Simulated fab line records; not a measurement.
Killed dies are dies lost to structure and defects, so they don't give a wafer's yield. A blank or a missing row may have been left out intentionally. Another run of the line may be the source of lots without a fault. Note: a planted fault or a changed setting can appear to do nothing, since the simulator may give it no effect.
Which tool is to blame? / flow n5 finfet / Sampling: 9 lots, 27 wafers, 7 of 1938 route steps

== WHAT EACH GAUGE READ, for each wafer ==
N5_DUMMY_GATE_THK_MEAS_05.
lot=L658; measured=day 3 23:42; on=film metro-01; thk nm (nm)=70.9 70.5 71.0
lot=L660; measured=day 4 11:43; on=film metro-02; thk nm (nm)=150.0 150.9 150.8
lot=L661; measured=day 4 20:21; on=film metro-02; thk nm (nm)=151.0 150.6 149.9
lot=L662; measured=day 5 04:48; on=film metro-02; thk nm (nm)=150.1 150.8 150.3
lot=L670; measured=day 7 01:17; on=film metro-01; thk nm (nm)=73.6 72.3 73.4
lot=L671; measured=day 7 05:37; on=film metro-01; thk nm (nm)=71.4 70.6 70.3
lot=L672; measured=day 7 10:34; on=film metro-01; thk nm (nm)=71.9 71.7 71.1
lot=L673; measured=day 7 18:58; on=film metro-01; thk nm (nm)=71.2 70.6 72.3
lot=L676; measured=day 8 10:49; on=film metro-01; thk nm (nm)=73.5 71.3 71.9

N5_DUMMY_GATE_INSPECT_27: inspects for defects (brightfield).
lot=L658; measured=day 4 05:28; on=defect inspect-02; raw defect count=300 332 295
lot=L660; measured=day 4 17:41; on=defect inspect-02; raw defect count=3086 2685 2965
lot=L661; measured=day 5 02:11; on=defect inspect-01; raw defect count=3016 3101 2775
lot=L662; measured=day 5 10:35; on=defect inspect-02; raw defect count=2932 2714 3065
lot=L670; measured=day 7 06:59; on=defect inspect-02; raw defect count=284 273 362
lot=L671; measured=day 7 11:11; on=defect inspect-01; raw defect count=256 181 233
lot=L672; measured=day 7 16:31; on=defect inspect-02; raw defect count=277 359 330
lot=L673; measured=day 8 00:35; on=defect inspect-01; raw defect count=272 259 216
lot=L676; measured=day 8 16:50; on=defect inspect-01; raw defect count=332 279 371

N5_BEOL_M4_RC_MEAS_101.
lot=L658; measured=day 9 16:45; on=prober-01; DIBL_N (mV/V)=36.4 37.3 35.5; DIBL_P (mV/V)=35.8 37.5 35.5; IOFF_N (nA/um)=0.154 0.167 0.135; IOFF_P (nA/um)=0.200 0.220 0.189; ION_N (uA/um)=679 662 666; ION_P (uA/um)=463 460 463; SS_N (mV/dec)=72.0 71.9 71.7; SS_P (mV/dec)=73.5 74.8 72.9; VT_N (mV)=249.3 248.3 249.8; VT_P (mV)=-250.5 -250.0 -253.4
lot=L670; measured=day 13 14:47; on=prober-01; DIBL_N (mV/V)=36.5 36.6 36.1; DIBL_P (mV/V)=36.9 37.0 36.0; IOFF_N (nA/um)=0.146 0.141 0.139; IOFF_P (nA/um)=0.178 0.178 0.168; ION_N (uA/um)=671 660 674; ION_P (uA/um)=459 451 457; SS_N (mV/dec)=70.9 70.4 71.4; SS_P (mV/dec)=73.0 72.9 73.4; VT_N (mV)=250.3 250.9 249.9; VT_P (mV)=-251.8 -254.6 -253.8
lot=L671; measured=day 13 14:14; on=prober-02; DIBL_N (mV/V)=34.5 33.8 35.7; DIBL_P (mV/V)=36.0 35.6 37.6; IOFF_N (nA/um)=0.143 0.137 0.164; IOFF_P (nA/um)=0.198 0.187 0.223; ION_N (uA/um)=681 665 681; ION_P (uA/um)=470 466 467; SS_N (mV/dec)=71.5 71.2 71.5; SS_P (mV/dec)=73.3 73.1 73.5; VT_N (mV)=252.2 253.1 249.4; VT_P (mV)=-248.9 -253.0 -251.9
lot=L672; measured=day 13 17:34; on=prober-01; DIBL_N (mV/V)=36.5 35.8 36.4; DIBL_P (mV/V)=36.4 35.8 36.3; IOFF_N (nA/um)=0.174 0.162 0.172; IOFF_P (nA/um)=0.228 0.218 0.228; ION_N (uA/um)=688 681 677; ION_P (uA/um)=471 469 468; SS_N (mV/dec)=71.9 72.0 71.1; SS_P (mV/dec)=72.9 72.9 72.5; VT_N (mV)=246.3 248.6 245.5; VT_P (mV)=-248.1 -249.2 -247.2
lot=L673; measured=day 13 17:28; on=prober-02; DIBL_N (mV/V)=36.1 36.2 35.4; DIBL_P (mV/V)=36.0 36.6 35.8; IOFF_N (nA/um)=0.162 0.164 0.149; IOFF_P (nA/um)=0.183 0.187 0.176; ION_N (uA/um)=675 668 669; ION_P (uA/um)=454 455 452; SS_N (mV/dec)=71.9 72.0 71.4; SS_P (mV/dec)=73.0 73.8 73.1; VT_N (mV)=250.0 248.5 250.2; VT_P (mV)=-253.1 -255.2 -256.0
lot=L676; measured=day 14 22:47; on=prober-02; DIBL_N (mV/V)=35.3 35.2 35.9; DIBL_P (mV/V)=34.3 34.4 35.3; IOFF_N (nA/um)=0.134 0.130 0.146; IOFF_P (nA/um)=0.219 0.216 0.240; ION_N (uA/um)=657 667 678; ION_P (uA/um)=466 471 477; SS_N (mV/dec)=71.6 71.4 71.1; SS_P (mV/dec)=73.2 72.1 73.7; VT_N (mV)=252.8 249.9 251.0; VT_P (mV)=-247.0 -247.9 -244.7

== TOOL THAT RAN EACH LOT (tool first, then ch and the chambers of the sampled wafers, then the start) ==
lot=L658; N5_FIN_CUT_ETCH_21=rie diel-06 ch 0,2, day 3 08:58; N5_STI_FIN_REVEAL_DENSIFY_30=rtp anneal-02 ch 0, day 3 15:59; N5_STI_FIN_REVEAL_RECESS_09=vapor etch-01 ch 0,1, day 3 17:02; N5_DUMMY_GATE_CMP_04=cmp-01 ch 0,2,3, day 3 23:31
lot=L660; N5_FIN_CUT_ETCH_21=rie diel-06 ch 0,3, day 3 20:54; N5_STI_FIN_REVEAL_DENSIFY_30=rtp anneal-02 ch 0, day 4 04:14; N5_STI_FIN_REVEAL_RECESS_09=vapor etch-02 ch 1, day 4 04:43; N5_DUMMY_GATE_CMP_04=cmp-03 ch 0,2,3, day 4 11:28
lot=L661; N5_FIN_CUT_ETCH_21=rie diel-03 ch 1,2, day 4 03:26; N5_STI_FIN_REVEAL_DENSIFY_30=rtp anneal-01 ch 0, day 4 09:58; N5_STI_FIN_REVEAL_RECESS_09=vapor etch-02 ch 0,1, day 4 10:26; N5_DUMMY_GATE_CMP_04=cmp-01 ch 0,1,2, day 4 20:07
lot=L662; N5_FIN_CUT_ETCH_21=rie diel-01 ch 0,1, day 4 11:10; N5_STI_FIN_REVEAL_DENSIFY_30=rtp anneal-02 ch 0, day 4 17:26; N5_STI_FIN_REVEAL_RECESS_09=vapor etch-02 ch 0,1, day 4 17:53; N5_DUMMY_GATE_CMP_04=cmp-03 ch 0,3, day 5 04:35
lot=L670; N5_FIN_CUT_ETCH_21=rie diel-06 ch 0,1, day 6 10:08; N5_STI_FIN_REVEAL_DENSIFY_30=rtp anneal-01 ch 0, day 6 17:14; N5_STI_FIN_REVEAL_RECESS_09=vapor etch-01 ch 0,1, day 6 18:10; N5_DUMMY_GATE_CMP_04=cmp-01 ch 1,2, day 7 01:02
lot=L671; N5_FIN_CUT_ETCH_21=rie diel-03 ch 1,2,3, day 6 14:43; N5_STI_FIN_REVEAL_DENSIFY_30=rtp anneal-02 ch 0, day 6 21:25; N5_STI_FIN_REVEAL_RECESS_09=vapor etch-01 ch 0,1, day 6 21:58; N5_DUMMY_GATE_CMP_04=cmp-03 ch 1,2, day 7 05:24
lot=L672; N5_FIN_CUT_ETCH_21=rie diel-03 ch 2,3, day 6 20:40; N5_STI_FIN_REVEAL_DENSIFY_30=rtp anneal-02 ch 0, day 7 03:00; N5_STI_FIN_REVEAL_RECESS_09=vapor etch-01 ch 0,1, day 7 04:02; N5_DUMMY_GATE_CMP_04=cmp-01 ch 1,2,3, day 7 10:23
lot=L673; N5_FIN_CUT_ETCH_21=rie diel-03 ch 0,1,2, day 7 03:47; N5_STI_FIN_REVEAL_DENSIFY_30=rtp anneal-02 ch 0, day 7 10:37; N5_STI_FIN_REVEAL_RECESS_09=vapor etch-02 ch 0,1, day 7 11:05; N5_DUMMY_GATE_CMP_04=cmp-03 ch 0,1,2, day 7 18:43
lot=L676; N5_FIN_CUT_ETCH_21=rie diel-06 ch 0,2,3, day 7 21:03; N5_STI_FIN_REVEAL_DENSIFY_30=rtp anneal-01 ch 0, day 8 03:22; N5_STI_FIN_REVEAL_RECESS_09=vapor etch-02 ch 0, day 8 03:47; N5_DUMMY_GATE_CMP_04=cmp-03 ch 2,3, day 8 10:36
- N5_FIN_CUT_ETCH_21: etches SOC in N2/H2, target depth 219 nm, overetch 43.8 nm, time 523.5 s.
- N5_STI_FIN_REVEAL_DENSIFY_30
- N5_STI_FIN_REVEAL_RECESS_09: chemistry HF/NH3, target SiO2, afs cycles 11, target depth 42.5 nm, sublimation time 60 s.
- N5_DUMMY_GATE_CMP_04: polishes a-Si.

== WHAT THE TOOLS THEMSELVES READ (means of the sampled wafers that have a number; where no wafer has one, the mark that the record gives instead) ==
N5_FIN_CUT_ETCH_21.
lot=L658; tool=rie diel-06; drypump motor current A (A)=5.79; oes product au (a.u.)=0.81; rf vpp V (V)=242.3; showerhead plenum p Torr (Torr)=2.66; temp c (C)=39.95; throttle valve pct (%)=17.57
lot=L660; tool=rie diel-06; drypump motor current A (A)=5.19; oes product au (a.u.)=0.75; rf vpp V (V)=239.8; showerhead plenum p Torr (Torr)=2.49; temp c (C)=39.84; throttle valve pct (%)=17.69
lot=L661; tool=rie diel-03; drypump motor current A (A)=5.27; oes product au (a.u.)=0.72; rf vpp V (V)=239.7; showerhead plenum p Torr (Torr)=2.48; temp c (C)=40.00; throttle valve pct (%)=17.97
lot=L662; tool=rie diel-01; drypump motor current A (A)=5.42; oes product au (a.u.)=0.71; rf vpp V (V)=240.9; showerhead plenum p Torr (Torr)=2.62; temp c (C)=39.91; throttle valve pct (%)=17.87
lot=L670; tool=rie diel-06; drypump motor current A (A)=5.80; oes product au (a.u.)=0.83; rf vpp V (V)=241.9; showerhead plenum p Torr (Torr)=2.60; temp c (C)=39.99; throttle valve pct (%)=17.50
lot=L671; tool=rie diel-03; drypump motor current A (A)=5.41; oes product au (a.u.)=0.69; rf vpp V (V)=239.3; showerhead plenum p Torr (Torr)=2.47; temp c (C)=39.95; throttle valve pct (%)=17.95
lot=L672; tool=rie diel-03; drypump motor current A (A)=5.59; oes product au (a.u.)=0.67; rf vpp V (V)=239.9; showerhead plenum p Torr (Torr)=2.53; temp c (C)=39.88; throttle valve pct (%)=18.17
lot=L673; tool=rie diel-03; drypump motor current A (A)=5.37; oes product au (a.u.)=0.70; rf vpp V (V)=239.9; showerhead plenum p Torr (Torr)=2.47; temp c (C)=39.92; throttle valve pct (%)=17.76
lot=L676; tool=rie diel-06; drypump motor current A (A)=5.51; oes product au (a.u.)=0.74; rf vpp V (V)=240.6; showerhead plenum p Torr (Torr)=2.56; temp c (C)=39.98; throttle valve pct (%)=17.69

N5_STI_FIN_REVEAL_DENSIFY_30.
lot=L658; tool=rtp anneal-02; lamp power pct (%)=11.54; lamp_zone_4_pct (%)=11.523
lot=L660; tool=rtp anneal-02; lamp power pct (%)=11.52; lamp_zone_4_pct (%)=11.527
lot=L661; tool=rtp anneal-01; lamp power pct (%)=11.49; lamp_zone_4_pct (%)=11.523
lot=L662; tool=rtp anneal-02; lamp power pct (%)=11.51; lamp_zone_4_pct (%)=11.538
lot=L670; tool=rtp anneal-01; lamp power pct (%)=11.52; lamp_zone_4_pct (%)=11.523
lot=L671; tool=rtp anneal-02; lamp power pct (%)=11.56; lamp_zone_4_pct (%)=11.534
lot=L672; tool=rtp anneal-02; lamp power pct (%)=11.49; lamp_zone_4_pct (%)=11.518
lot=L673; tool=rtp anneal-02; lamp power pct (%)=11.54; lamp_zone_4_pct (%)=11.529
lot=L676; tool=rtp anneal-01; lamp power pct (%)=11.48; lamp_zone_4_pct (%)=11.507

N5_STI_FIN_REVEAL_RECESS_09.
lot=L658; tool=vapor etch-01; drypump motor current A (A)=5.65; temp c (C)=29.90
lot=L660; tool=vapor etch-02; drypump motor current A (A)=5.55; temp c (C)=29.86
lot=L661; tool=vapor etch-02; drypump motor current A (A)=5.87; temp c (C)=29.92
lot=L662; tool=vapor etch-02; drypump motor current A (A)=5.72; temp c (C)=29.94
lot=L670; tool=vapor etch-01; drypump motor current A (A)=5.72; temp c (C)=29.93
lot=L671; tool=vapor etch-01; drypump motor current A (A)=5.76; temp c (C)=29.97
lot=L672; tool=vapor etch-01; drypump motor current A (A)=5.64; temp c (C)=30.04
lot=L673; tool=vapor etch-02; drypump motor current A (A)=5.74; temp c (C)=30.00
lot=L676; tool=vapor etch-02; drypump motor current A (A)=6.02; temp c (C)=30.13

N5_DUMMY_GATE_CMP_04.
lot=L658; tool=cmp-01; edge zone pressure frac=1.003; motor current A (A)=9.4; time to endpoint s (s)=11.0
lot=L660; tool=cmp-03; edge zone pressure frac=-; motor current A (A)=-; time to endpoint s (s)=-
lot=L661; tool=cmp-01; edge zone pressure frac=-; motor current A (A)=-; time to endpoint s (s)=-
lot=L662; tool=cmp-03; edge zone pressure frac=-; motor current A (A)=-; time to endpoint s (s)=-
lot=L670; tool=cmp-01; edge zone pressure frac=0.996; motor current A (A)=10.6; time to endpoint s (s)=13.5
lot=L671; tool=cmp-03; edge zone pressure frac=1.003; motor current A (A)=10.4; time to endpoint s (s)=11.8
lot=L672; tool=cmp-01; edge zone pressure frac=1.003; motor current A (A)=9.7; time to endpoint s (s)=15.8
lot=L673; tool=cmp-03; edge zone pressure frac=1.004; motor current A (A)=10.9; time to endpoint s (s)=11.8
lot=L676; tool=cmp-03; edge zone pressure frac=1.003; motor current A (A)=10.3; time to endpoint s (s)=14.1

== THE ANSWER, worked out from the rows above alone ==
Rule: the lots themselves supply what counts as usual. Put in order of their means at a reading, lots are off if they are a third of the lots or fewer, leave a main group of 4 or more, and stand apart from it by a gap of 3 or more times the standard deviation of the main group's means; of several such gaps the widest counts. A main group whose means are all the same, to the digits that the tables above print for the reading, isn't used. Also off: a lot with no number at a reading for which 4 or more lots have one. All remaining lots with rows at the step are treated as sound. First the gauges in route order, then the tools' own readings, where a lot's mean is used as printed above. At the first step where some lot is off, the reading lying furthest off is the one used; lots without a number count as furthest.
Off, at N5_DUMMY_GATE_THK_MEAS_05 on thk nm: L660, L661, L662. Mean 71.6 nm and standard deviation 0.82 in the main group.
A tool fits if, at a process step before that reading, it ran every lot that is off, and no sound lot after the first of them. The gauges at N5_DUMMY_GATE_THK_MEAS_05 aren't tried: what is off there is off at N5_DUMMY_GATE_INSPECT_27 too, on other tools, and a gauge's error can't cause that. None of those tried fits.

== WHAT WAS PUT IN BY THE SIMULATOR ==
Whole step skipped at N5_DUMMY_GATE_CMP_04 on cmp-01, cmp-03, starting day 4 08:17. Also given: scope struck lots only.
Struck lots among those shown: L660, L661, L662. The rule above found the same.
